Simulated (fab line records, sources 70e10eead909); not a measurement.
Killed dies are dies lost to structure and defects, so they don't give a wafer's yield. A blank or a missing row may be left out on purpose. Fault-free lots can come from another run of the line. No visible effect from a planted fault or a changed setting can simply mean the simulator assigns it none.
Chamber matching :: flow nand-harc :: NHARC_A_STAIRCASE_DEP_417 on pecvd-02 has 3 sister chambers
The step deposits Si3N4, target thk 60 nm. 18 wafers are shown with their chamber, then 9 later ones without.

WAFERS, EACH WITH ITS CHAMBER
wafer: L075.2
chamber: 0
heater-power-w (W): 556

wafer: L075.4
chamber: 1
heater-power-w (W): 717

wafer: L075.6
chamber: 2
heater-power-w (W): 742

wafer: L081.1
chamber: 1
heater-power-w (W): 708

wafer: L081.3
chamber: 2
heater-power-w (W): 703

wafer: L081.6
chamber: 2
heater-power-w (W): 686

wafer: L081.2
chamber: 0
heater-power-w (W): 536

wafer: L081.4
chamber: 0
heater-power-w (W): 539

wafer: L081.5
chamber: 1
heater-power-w (W): 709

wafer: L083.2
chamber: 1
heater-power-w (W): 686

wafer: L083.4
chamber: 1
heater-power-w (W): 680

wafer: L083.5
chamber: 2
heater-power-w (W): 770

wafer: L088.1
chamber: 2
heater-power-w (W): 700

wafer: L088.3
chamber: 1
heater-power-w (W): 732

wafer: L088.5
chamber: 1
heater-power-w (W): 719

wafer: L087.3
chamber: 1
heater-power-w (W): 667

wafer: L087.5
chamber: 0
heater-power-w (W): 572

wafer: L087.6
chamber: 1
heater-power-w (W): 651

SIGNATURES (means of the wafers above)
reading: heater-power-w
chamber 0: 550.75
chamber 1: 696.56
chamber 2: 720.20
scatter within a chamber: 27.6
Rule: a wafer lies at a distance from a chamber equal to the root of the sum of squares, over the readings, of (its reading less the chamber's mean, divided by the reading's scatter). If the next closest chamber is less than 2 further off than the closest, the wafer can't be placed; otherwise it belongs to the closest. The scatter: take each reading less its chamber's mean, square it, sum over the shown wafers, divide by the number of wafers less the number of chambers, and take the root.

WAFERS WITH NO CHAMBER GIVEN
wafer: L089.2
heater-power-w (W): 678

wafer: L089.4
heater-power-w (W): 768

wafer: L089.6
heater-power-w (W): 660

wafer: L091.1
heater-power-w (W): 542

wafer: L091.3
heater-power-w (W): 611

wafer: L091.4
heater-power-w (W): 713

wafer: L091.2
heater-power-w (W): 704

wafer: L091.5
heater-power-w (W): 547

wafer: L091.6
heater-power-w (W): 603

WHICH CHAMBER EACH WENT THROUGH
wafer: L089.2
from the rows above: can't be placed: 1 or 2
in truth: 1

wafer: L089.4
from the rows above: can't be placed: 2 or 1
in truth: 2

wafer: L089.6
from the rows above: can't be placed: 1 or 2
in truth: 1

wafer: L091.1
from the rows above: 0
in truth: 0

wafer: L091.3
from the rows above: can't be placed: 0 or 1 or 2
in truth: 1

wafer: L091.4
from the rows above: can't be placed: 2 or 1
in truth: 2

wafer: L091.2
from the rows above: can't be placed: 1 or 2
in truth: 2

wafer: L091.5
from the rows above: 0
in truth: 0

wafer: L091.6
from the rows above: can't be placed: 0 or 1
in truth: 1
Correct placement for 2 of the 9. From these rows, 7 cannot be placed; in 7 the true chamber is one of the candidates. Number placed wrongly: 0.
